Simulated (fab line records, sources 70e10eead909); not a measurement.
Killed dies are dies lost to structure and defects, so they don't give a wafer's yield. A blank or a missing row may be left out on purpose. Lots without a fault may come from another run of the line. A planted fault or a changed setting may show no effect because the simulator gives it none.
fab line records | flow nand_harc | part 1 of 2: steps 1 to 4 of 6
record lots=21 wafers=63 last_day=34
route steps=1302 shown A_CONTACT@1018
lots that met no fault: from a run of the same line without faults
start_h: hours from the record's first day to the start of the lot's first wafer shown | wait_h: hours since the lot's step before | " the same as in the row above | L1.1+2: a row that stands for several wafers | - no value, or no start given | * or withheld: withheld | < > ~ a bound
route shown NAME@n: a module of which the file shows steps, and the number in the route of the first | usual: mean/standard deviation of fault-free wafers | same: alike in all rows | chamber/n: place in a boat | sites: the reading at each site | _std_site: their standard deviation | _edge_site: outer sites' mean less inner sites' | radius_mm: how far each site lies from the wafer's centre | mask NAME#n: copy n | behind: the tool/chamber that last shaped the wafer | hold: why the lot was held/for how many hours/how that ended | device: the transistor (n, p or np) that didn't switch | end of line: the same wafers' tests at the end of the route | a step without rows: its recipe alone | killed: dies lost to structure and defects at the first sort, not the wafer's yield | map: a wafer's dies, x killed, . not, _ none there
set.NAME: the setting as run; set.NAME@STEP: as run at that earlier step | model.NAME: the simulator's own value behind a step, which no gauge read
steps of the route over a sample of lots; a table a step, a row a wafer
services: from which hour (start_h, from the record's first day; less than 0 if before it) a tool's chamber was out of use, for how many hours, and why
## steps
# step NHARC_A_CONTACT_ETCH_90
# recipe target_depth_a=400 over_etch_frac=0.5 time_s=85.7 ion_energy_ev=120 ch3f_flow_sccm=50 o2_flow_sccm=30 ar_flow_sccm=200 rf_w=500 bias_w=100 chemistry=CH3F/O2
# usual ch3f_flow_sccm=50.00/0.14 drypump_motor_current_A=5.79/0.26 mfc_ar_sccm=200.0/0.61 oes_product_au=0.96/0.039 rf_vpp_V=244.9/2 showerhead_plenum_p_Torr=2.50/0.12 throttle_valve_pct=20.664/0.0091
# columns lot.wafer tool chamber start_h wait_h ch3f_flow_sccm drypump_motor_current_A mfc_ar_sccm oes_product_au rf_hours_counter_h rf_vpp_V showerhead_plenum_p_Torr throttle_valve_pct
L075.2 rie_diel-04 3 505.20 1.0 50.01 5.92 200.0 0.92 25 242.7 2.42 20.664
L075.6 " 3 " " 49.97 5.93 200.2 0.92 - 242.3 2.42 20.659
L075.5 " 0 " " 49.93 5.78 200.2 0.92 - 245.4 2.58 20.660
L074.3 rie_diel-04 3 506.46 0.7 50.23 5.94 199.3 0.91 25 245.3 2.42 20.667
L074.2 " 0 " " 50.05 5.79 200.3 0.92 27 246.8 2.58 20.654
L074.6 " 1 " " 49.88 5.49 200.0 0.93 - 246.6 2.59 20.667
L076.3 rie_diel-04 0 526.96 0.7 49.94 5.80 200.4 0.92 31 245.3 2.58 20.676
L076.1 " 3 " " 50.16 5.95 200.3 0.91 30 242.5 2.42 20.671
L076.5 " 1 " " 49.94 5.53 200.0 0.93 - 245.9 2.59 20.664
L077.2 rie_diel-05 0 527.48 0.8 49.68 5.86 199.1 0.94 38 241.3 2.30 20.658
L077.5 " 2 " " 50.11 6.13 198.7 0.94 - 248.0 2.61 20.660
L077.6 " 3 " " 49.80 5.84 199.7 0.92 - 243.7 2.51 20.658
L078.2 rie_diel-05 3 534.79 0.8 50.01 5.83 200.1 0.92 35 246.2 2.51 20.657
L078.5 " 2 " " 50.19 6.13 200.6 0.94 - 247.8 2.61 20.672
L078.6 " 3 " " 50.24 5.84 199.6 0.91 - 244.1 2.51 20.653
L080.1 rie_diel-02 0 540.83 0.8 50.23 6.20 200.0 0.93 47 243.1 2.30 20.672
L080.2 " 1 " " 49.98 5.96 199.8 0.92 48 243.2 2.37 20.659
L080.6 " 0 " " 50.18 6.25 200.5 0.93 - 241.4 2.30 20.661
L081.2 rie_diel-02 3 586.43 1.3 50.21 5.91 199.8 1.01 0 248.0 2.62 20.660
L081.3 " 0 " " 49.90 6.24 200.9 1.01 0 242.7 2.30 20.663
L081.5 " 2 " " 49.99 5.11 201.2 1.00 - 245.1 2.66 20.649
L082.4 rie_diel-02 3 587.11 1.0 50.16 5.91 199.0 1.01 0 247.8 2.62 20.681
L082.1 " 1 " " 50.09 5.89 200.4 1.01 1 242.8 2.37 20.675
L082.5 " 2 " " 49.84 5.09 199.6 1.01 - 247.4 2.66 20.663
L083.1 rie_diel-04 0 596.36 1.1 50.10 5.80 200.0 0.99 7 245.3 2.58 20.677
L083.3 " 2 " " 49.86 5.63 200.6 1.01 7 245.6 2.60 20.663
L083.6 " 0 " " 50.13 5.79 199.7 0.99 - 245.8 2.58 20.672
L086.1 rie_diel-05 1 606.87 0.8 50.15 6.04 199.7 1.01 6 240.0 2.31 20.672
L086.2 " 2 " " 50.07 6.14 200.1 1.01 5 246.1 2.60 20.661
L086.6 " 3 " " 50.04 5.85 200.9 1.01 - 245.6 2.51 20.656
L085.2 rie_diel-02 1 609.59 0.9 50.28 5.95 199.9 1.01 11 242.9 2.37 20.677
L085.1 " 2 " " 49.99 5.10 199.2 1.00 12 247.9 2.66 20.657
L085.3 " 3 " " 50.11 5.90 200.9 1.00 12 245.6 2.61 20.657
L087.2 rie_diel-04 1 636.02 0.9 50.15 5.52 201.0 1.02 10 246.5 2.58 20.680
L087.6 " 0 " " 49.89 5.80 200.2 1.01 - 244.5 2.57 20.685
L087.5 " 1 " " 49.98 5.53 200.9 1.01 - 244.9 2.58 20.657
L089.3 rie_diel-04 3 650.63 0.6 50.11 5.94 200.2 1.00 17 243.9 2.41 20.676
L089.1 " 1 " " 49.69 5.52 199.6 1.00 13 247.8 2.58 20.668
L089.5 " 3 " " 49.88 5.90 200.1 0.98 - 242.9 2.41 20.687
L091.2 rie_diel-04 0 659.95 0.8 50.11 5.78 200.6 0.93 19 245.9 2.57 20.653
L091.6 " 1 " " 50.07 5.50 199.9 0.94 - 245.9 2.58 20.682
L091.5 " 2 " " 50.03 5.59 199.7 0.93 - 247.2 2.60 20.659
L090.4 rie_diel-05 1 660.26 0.7 50.23 6.05 199.0 1.00 24 241.7 2.30 20.649
L090.3 " 2 " " 50.16 6.14 200.9 1.01 23 245.7 2.59 20.667
L090.6 " 2 " " 49.95 6.11 200.2 1.01 - 246.6 2.59 20.662
L092.1 rie_diel-04 3 660.27 0.9 50.09 5.94 200.1 1.00 19 243.3 2.41 20.667
L092.6 " 0 " " 49.88 5.80 199.8 0.99 - 247.4 2.57 20.669
L092.5 " 1 " " 50.07 5.51 199.9 1.00 - 245.9 2.58 20.675
L093.3 rie_diel-05 1 679.02 0.7 50.18 6.05 200.0 0.99 28 241.6 2.30 20.661
L093.1 " 3 " " 50.15 5.83 200.5 1.00 30 244.6 2.50 20.666
L093.6 " 2 " " 50.11 6.09 200.9 0.99 - 247.8 2.59 20.655
L094.1 rie_diel-04 1 706.94 0.9 50.03 5.49 199.4 0.95 22 246.5 2.58 20.681
L094.3 " 3 " " 49.85 5.94 199.7 0.93 26 242.3 2.41 20.677
L094.4 " 0 " " 50.06 5.78 200.6 0.94 26 245.0 2.57 20.655
L096.3 rie_diel-05 0 714.39 0.7 50.05 5.82 200.3 0.92 41 241.5 2.28 20.652
L096.4 " 3 " " 50.03 5.85 199.8 0.93 43 244.8 2.49 20.667
L096.5 " 0 " " 50.15 5.83 200.3 0.92 - 241.4 2.28 20.656
L095.2 rie_diel-04 1 724.46 0.9 50.03 5.51 199.6 0.94 1 245.0 2.58 20.653
L095.1 " 2 " " 49.99 5.62 199.5 0.93 2 245.0 2.59 20.670
L095.3 " 0 " " 49.92 5.79 199.3 0.92 2 247.4 2.57 20.662
L097.1 rie_diel-02 1 736.70 0.9 50.13 5.94 200.3 0.94 59 243.7 2.35 20.670
L097.5 " 1 " " 50.13 5.93 200.1 0.95 - 242.3 2.35 20.654
L097.6 " 2 " " 49.79 5.11 200.6 0.94 - 247.3 2.64 20.662
# step NHARC_A_CONTACT_ETCH_102
# recipe target_depth_a=1000 overetch_a=100 time_s=55 ion_energy_ev=100 cf4_flow_sccm=80 o2_flow_sccm=20 ar_flow_sccm=0 rf_w=300 bias_w=100 chemistry=CF4/O2
# usual drypump_motor_current_A=5.82/0.25 mfc_ar_sccm=0.012/0.013 oes_product_au=1.001/0.0094 rf_vpp_V=198.1/1.7 showerhead_plenum_p_Torr=1.35/0.069 throttle_valve_pct=13.397/0.0095
# columns lot.wafer tool chamber start_h wait_h drypump_motor_current_A mfc_ar_sccm oes_product_au rf_hours_counter_h rf_vpp_V showerhead_plenum_p_Torr throttle_valve_pct
L075.2 rie_diel-04 2 505.73 0.1 5.64 0.024 0.996 21 198.3 1.42 13.392
L075.5 " 3 " " 5.93 0 0.994 - 196.4 1.31 13.401
L075.6 " 0 " " 5.78 0.031 0.988 - 198.1 1.40 13.408
L074.3 rie_diel-02 3 507.42 0.5 5.89 0 1.000 30 199.8 1.43 13.390
L074.2 " 1 " " 5.90 0 0.979 35 196.3 1.29 13.397
L074.6 " 0 " " 6.23 0 1.003 - 195.3 1.25 13.411
L076.3 rie_diel-04 2 527.47 0.1 5.59 0.024 1.000 26 200.6 1.42 13.407
L076.1 " 1 " " 5.52 0.016 1.010 31 200.6 1.41 13.396
L076.5 " 3 " " 5.91 0 1.005 - 196.1 1.31 13.404
L077.2 rie_diel-04 2 528.02 0.1 5.63 0.024 0.997 26 199.2 1.41 13.410
L077.5 " 3 " " 5.92 0 1.009 - 196.8 1.31 13.391
L077.6 " 0 " " 5.80 0.031 1.009 - 198.3 1.40 13.375
L078.2 rie_diel-05 2 535.36 0.1 6.08 0 1.010 24 198.2 1.42 13.393
L078.6 " 0 " " 5.83 0 1.007 - 197.5 1.25 13.404
L078.5 " 1 " " 6.00 0.032 0.992 - 195.8 1.26 13.409
L080.2 rie_diel-02 3 541.40 0.1 5.93 0 0.994 43 200.1 1.42 13.401
L080.1 " 2 " " 5.07 0 1.001 45 196.2 1.24 13.396
L080.6 " 3 " " 5.91 0 0.999 - 198.3 1.42 13.403
L081.3 rie_diel-02 0 588.24 0.3 6.18 0 1.008 1 195.4 1.25 13.361
L081.2 " 1 " " 5.94 0 1.023 1 195.9 1.29 13.393
L081.5 " 1 " " 5.93 0 1.015 - 197.4 1.29 13.403
L082.4 rie_diel-02 3 589.24 0.5 5.91 0 1.014 2 198.4 1.42 13.399
L082.1 " 0 " " 6.24 0 1.019 2 196.2 1.25 13.399
L082.5 " 2 " " 5.09 0 0.995 - 200.8 1.45 13.409
L083.3 rie_diel-04 1 597.57 0.1 5.51 0.016 1.016 8 199.3 1.40 13.395
L083.1 " 3 " " 5.91 0 0.978 8 199.1 1.31 13.399
L083.6 " 1 " " 5.51 0.016 1.014 - 199.0 1.40 13.419
L086.2 rie_diel-05 0 607.35 0.1 5.84 0 1.005 8 196.5 1.24 13.386
L086.1 " 1 " " 6.06 0.032 1.000 6 195.7 1.25 13.409
L086.6 " 0 " " 5.82 0 0.998 - 196.3 1.24 13.387
L085.2 rie_diel-04 3 610.12 0.1 5.91 0 0.995 12 195.6 1.31 13.374
L085.3 " 0 " " 5.79 0.031 0.998 12 198.7 1.40 13.394
L085.1 " 2 " " 5.64 0.024 1.016 12 198.4 1.41 13.389
L087.2 rie_diel-04 0 636.53 0.1 5.81 0.031 0.995 16 199.7 1.40 13.387
L087.5 " 1 " " 5.49 0.016 0.992 - 200.7 1.40 13.401
L087.6 " 2 " " 5.58 0.024 0.997 - 199.7 1.41 13.400
L089.1 rie_diel-04 0 651.16 0.1 5.77 0.031 0.999 18 199.1 1.40 13.376
L089.3 " 2 " " 5.63 0.024 1.003 17 198.1 1.41 13.410
L089.5 " 3 " " 5.97 0 0.991 - 198.0 1.31 13.401
L091.2 rie_diel-05 2 660.61 0.2 6.09 0 1.001 23 199.9 1.41 13.394
L091.5 " 1 " " 6.04 0.032 0.992 - 196.0 1.25 13.413
L091.6 " 2 " " 6.08 0 0.998 - 199.5 1.41 13.393
L092.1 rie_diel-04 3 660.77 0.1 5.92 0 0.993 19 196.8 1.31 13.396
L092.5 " 1 " " 5.52 0.016 1.008 - 198.5 1.40 13.414
L092.6 " 2 " " 5.64 0.024 0.990 - 198.2 1.41 13.400
L090.3 rie_diel-04 1 660.80 0.1 5.50 0.016 1.009 14 199.2 1.40 13.395
L090.4 " 3 " " 5.95 0 0.994 19 197.1 1.31 13.399
L090.6 " 0 " " 5.80 0.031 1.001 - 199.0 1.40 13.405
L093.3 rie_diel-05 1 679.56 0.1 6.03 0.032 0.997 28 195.8 1.25 13.407
L093.1 " 2 " " 6.10 0 1.006 28 197.8 1.41 13.383
L093.6 " 2 " " 6.09 0 1.003 - 199.5 1.41 13.397
L094.1 rie_diel-02 0 707.45 0.0 6.24 0 1.020 46 196.1 1.24 13.392
L094.4 " 1 " " 5.93 0 1.023 46 195.8 1.28 13.401
L094.3 " 2 " " 5.09 0 1.016 50 200.3 1.43 13.380
L096.4 rie_diel-05 3 714.92 0.1 5.82 0.012 1.008 43 197.1 1.35 13.375
L096.3 " 0 " " 5.84 0 1.005 41 195.9 1.24 13.399
L096.5 " 1 " " 6.02 0.032 1.007 - 197.0 1.25 13.388
L095.3 rie_diel-04 2 725.12 0.2 5.63 0.024 0.994 2 199.8 1.41 13.406
L095.1 " 0 " " 5.80 0.031 0.987 2 199.3 1.39 13.393
L095.2 " 1 " " 5.50 0.016 0.998 1 197.5 1.40 13.413
L097.1 rie_diel-05 1 737.23 0.1 6.04 0.032 1.005 47 194.4 1.24 13.395
L097.6 " 1 " " 6.04 0.032 1.002 - 196.5 1.24 13.398
L097.5 " 2 " " 6.10 0 0.998 - 199.3 1.40 13.396
# step NHARC_A_CONTACT_DEP_58
# recipe target_thk_a=900 target_thk_nm=90 temp_c=400 pressure_torr=3.5 flow_sccm=200 rf_w=350 material=SiON
# usual chamber_pressure_Torr=3.500/0.0069 heater_power_w=777/79
# columns lot.wafer tool chamber start_h wait_h chamber_pressure_Torr heater_power_w
L075.2 pecvd-01 2 509.78 2.3 3.500 739
L075.6 " 0 " " 3.488 899
L075.5 " 2 " " 3.504 747
L074.3 pecvd-03 1 511.82 1.6 3.508 826
L074.2 " 2 " " 3.504 690
L074.6 " 2 " " 3.498 719
L077.2 pecvd-03 0 532.60 2.2 3.494 772
L077.5 " 0 " " 3.499 821
L077.6 " 1 " " 3.502 749
L076.1 pecvd-01 2 532.69 2.8 3.482 715
L076.3 " 0 " " 3.508 903
L076.5 " 2 " " 3.500 704
L078.2 pecvd-03 2 543.30 2.2 3.500 836
L078.6 " 2 " " 3.495 887
L078.5 " 1 " " 3.507 786
L080.1 pecvd-01 1 547.83 2.7 3.508 697
L080.2 " 2 " " 3.504 751
L080.6 " 2 " " 3.499 752
L081.3 pecvd-03 1 594.18 1.7 3.500 852
L081.2 " 2 " " 3.513 790
L081.5 " 2 " " 3.502 777
L082.1 pecvd-01 2 594.47 2.8 3.508 729
L082.4 " 0 " " 3.507 943
L082.5 " 1 " " 3.506 667
L083.1 pecvd-03 1 601.50 2.7 3.496 864
L083.3 " 0 " " 3.504 816
L083.6 " 2 " " 3.511 763
L086.2 pecvd-02 1 612.53 2.2 3.502 894
L086.1 " 2 " " 3.502 743
L086.6 " 0 " " 3.503 681
L085.1 pecvd-02 1 621.29 2.7 3.518 818
L085.2 " 2 " " 3.492 817
L085.3 " 0 " " 3.486 598
L087.2 pecvd-02 1 640.37 2.1 3.491 786
L087.5 " 1 " " 3.482 807
L087.6 " 2 " " 3.499 751
L089.3 pecvd-03 1 657.75 1.6 3.489 745
L089.1 " 2 " " 3.503 830
L089.5 " 0 " " 3.485 765
L091.2 pecvd-01 2 664.55 2.2 3.490 760
L091.5 " 0 " " 3.487 971
L091.6 " 1 " " 3.506 623
L092.1 pecvd-03 0 665.04 2.8 3.509 764
L092.6 " 2 " " 3.505 733
L092.5 " 0 " " 3.507 748
L090.3 pecvd-02 0 666.50 1.7 3.493 703
L090.6 " 0 " " 3.494 730
L090.4 " 1 " " 3.496 901
L093.3 pecvd-03 0 683.44 1.6 3.502 772
L093.1 " 1 " " 3.501 805
L093.6 " 0 " " 3.504 768
L094.1 pecvd-01 0 711.95 2.7 3.515 940
L094.3 " 1 " " 3.499 668
L094.4 " 2 " " 3.502 701
L096.3 pecvd-01 2 719.55 1.6 3.506 744
L096.5 " 2 " " 3.506 759
L096.4 " 1 " " 3.496 653
L095.1 pecvd-01 2 729.04 2.7 3.496 730
L095.3 " 0 " " 3.488 871
L095.2 " 1 " " 3.509 643
L097.1 pecvd-03 0 741.57 2.7 3.493 715
L097.5 " 1 " " 3.493 833
L097.6 " 2 " " 3.494 839
# step NHARC_A_CONTACT_ETCH_78
# recipe target_depth_a=53000 over_etch_frac=0.3 time_s=1378 ion_energy_ev=150 o2_flow_sccm=400 cos_flow_sccm=20 ar_flow_sccm=0 rf_w=500 bias_w=300 chemistry=O2/COS
# usual drypump_motor_current_A=5.80/0.28 mfc_ar_sccm=0.011/0.013 oes_product_au=1.002/0.0098 rf_vpp_V=314.7/2.4 showerhead_plenum_p_Torr=3.16/0.16 throttle_valve_pct=28.331/0.0083
# columns lot.wafer tool chamber start_h wait_h drypump_motor_current_A mfc_ar_sccm oes_product_au rf_hours_counter_h rf_vpp_V showerhead_plenum_p_Torr throttle_valve_pct
L075.2 rie_diel-05 2 - - 6.10 0 0.994 15 318.0 3.31 28.325
L075.5 " 3 " " 5.85 0.012 0.994 - 316.3 3.19 28.334
L075.6 " 0 " " 5.82 0 1.000 - 311.1 2.93 28.317
L074.3 rie_diel-04 0 - - 5.80 0.031 1.004 28 316.6 3.27 28.328
L074.2 " 1 " " 5.52 0.016 1.002 28 316.8 3.28 28.333
L074.6 " 0 " " 5.81 0.031 0.995 - 315.1 3.27 28.323
L077.2 rie_diel-05 0 - - 5.85 0 1.007 40 311.2 2.92 28.335
L077.5 " 2 " " 6.12 0 1.004 - 317.7 3.30 28.342
L077.6 " 3 " " 5.86 0.012 0.987 - 316.3 3.19 28.343
L076.1 rie_diel-02 0 - - 6.20 0 1.003 45 312.6 2.93 28.339
L076.3 " 1 " " 5.89 0 1.003 47 312.6 3.02 28.334
L076.5 " 3 " " 5.94 0 1.004 - 316.9 3.32 28.335
L078.2 rie_diel-04 0 - - 5.81 0.031 0.995 1 316.3 3.27 28.330
L078.5 " 2 " " 5.66 0.024 0.991 - 316.4 3.30 28.329
L078.6 " 3 " " 6.00 0 0.990 - 313.4 3.07 28.334
L080.2 rie_diel-02 1 - - 5.95 0 0.992 53 310.8 3.01 28.344
L080.1 " 3 " " 5.95 0 0.998 49 316.7 3.32 28.332
L080.6 " 1 " " 5.95 0 0.995 - 313.2 3.02 28.339
L081.2 rie_diel-04 3 - - 5.92 0 0.972 7 312.9 3.07 28.322
L081.3 " 0 " " 5.81 0.031 0.991 7 317.2 3.27 28.338
L081.5 " 2 " " 5.63 0.024 1.002 - 316.8 3.30 28.347
L082.1 rie_diel-04 1 - - 5.53 0.016 1.008 7 314.1 3.28 28.339
L082.4 " 2 " " 5.62 0.024 1.006 7 316.1 3.30 28.313
L082.5 " 0 " " 5.78 0.031 1.006 - 315.6 3.27 28.331
L083.1 rie_diel-02 1 - - 5.95 0 1.012 9 313.2 3.01 28.318
L083.3 " 3 " " 5.89 0 1.005 10 317.3 3.31 28.337
L083.6 " 2 " " 5.10 0 1.004 - 318.5 3.37 28.335
L086.2 rie_diel-04 3 - - 5.92 0 0.989 13 312.6 3.06 28.338
L086.1 " 2 " " 5.63 0.024 1.007 12 316.8 3.30 28.323
L086.6 " 0 " " 5.78 0.031 0.997 - 315.7 3.26 28.336
L085.3 rie_diel-04 0 - - 5.77 0.031 0.994 14 316.4 3.26 28.332
L085.2 " 1 " " 5.52 0.016 1.011 9 316.8 3.28 28.335
L085.1 " 3 " " 5.95 0 0.998 14 313.8 3.06 28.339
L087.2 rie_diel-04 3 - - 5.93 0 0.990 16 313.2 3.06 28.339
L087.6 " 1 " " 5.51 0.016 1.010 - 314.6 3.27 28.326
L087.5 " 2 " " 5.64 0.024 0.995 - 315.8 3.30 28.320
L089.1 rie_diel-05 1 - - 6.04 0.032 1.000 23 311.8 2.93 28.312
L089.3 " 2 " " 6.11 0 1.006 22 317.5 3.29 28.327
L089.5 " 2 " " 6.09 0 0.998 - 316.9 3.29 28.330
L091.2 rie_diel-04 3 - - 5.95 0 0.995 19 312.6 3.06 28.317
L091.6 " 3 " " 5.98 0 0.990 - 312.3 3.06 28.306
L091.5 " 0 " " 5.84 0.031 0.997 - 316.3 3.26 28.337
L092.1 rie_diel-02 0 - - 6.21 0 1.021 31 311.7 2.91 28.330
L092.6 " 2 " " 5.11 0 1.021 - 318.3 3.36 28.321
L092.5 " 3 " " 5.94 0 1.020 - 316.6 3.30 28.333
L090.4 rie_diel-05 2 - - 6.14 0 1.006 25 317.5 3.29 28.328
L090.3 " 3 " " 5.86 0.012 1.004 27 316.0 3.17 28.345
L090.6 " 1 " " 6.03 0.032 1.001 - 311.8 2.93 28.336
L093.1 rie_diel-04 3 - - 5.93 0 0.991 23 312.3 3.06 28.332
L093.3 " 2 " " 5.63 0.024 0.994 24 316.5 3.29 28.324
L093.6 " 3 " " 5.90 0 0.993 - 314.7 3.06 28.332
L094.4 rie_diel-02 1 - - 5.94 0 1.021 48 311.7 2.99 28.333
L094.1 " 2 " " 5.09 0 1.014 51 316.7 3.35 28.327
L094.3 " 3 " " 5.93 0 1.002 51 316.4 3.29 28.334
L096.3 rie_diel-02 3 - - 5.94 0 0.987 54 316.5 3.29 28.343
L096.4 " 0 " " 6.25 0 1.009 51 310.2 2.90 28.345
L096.5 " 2 " " 5.10 0 1.014 - 317.1 3.34 28.326
L095.3 rie_diel-04 1 - - 5.51 0.016 1.008 2 315.7 3.27 28.332
L095.1 " 2 " " 5.63 0.024 0.992 3 316.0 3.29 28.329
L095.2 " 3 " " 5.93 0 1.003 4 312.6 3.06 28.327
L097.1 rie_diel-05 0 - - 5.86 0 1.007 50 312.8 2.89 28.325
L097.6 " 2 " " 6.13 0 1.004 - 315.5 3.27 28.318
L097.5 " 3 " " 5.88 0.012 1.006 - 314.1 3.16 28.345
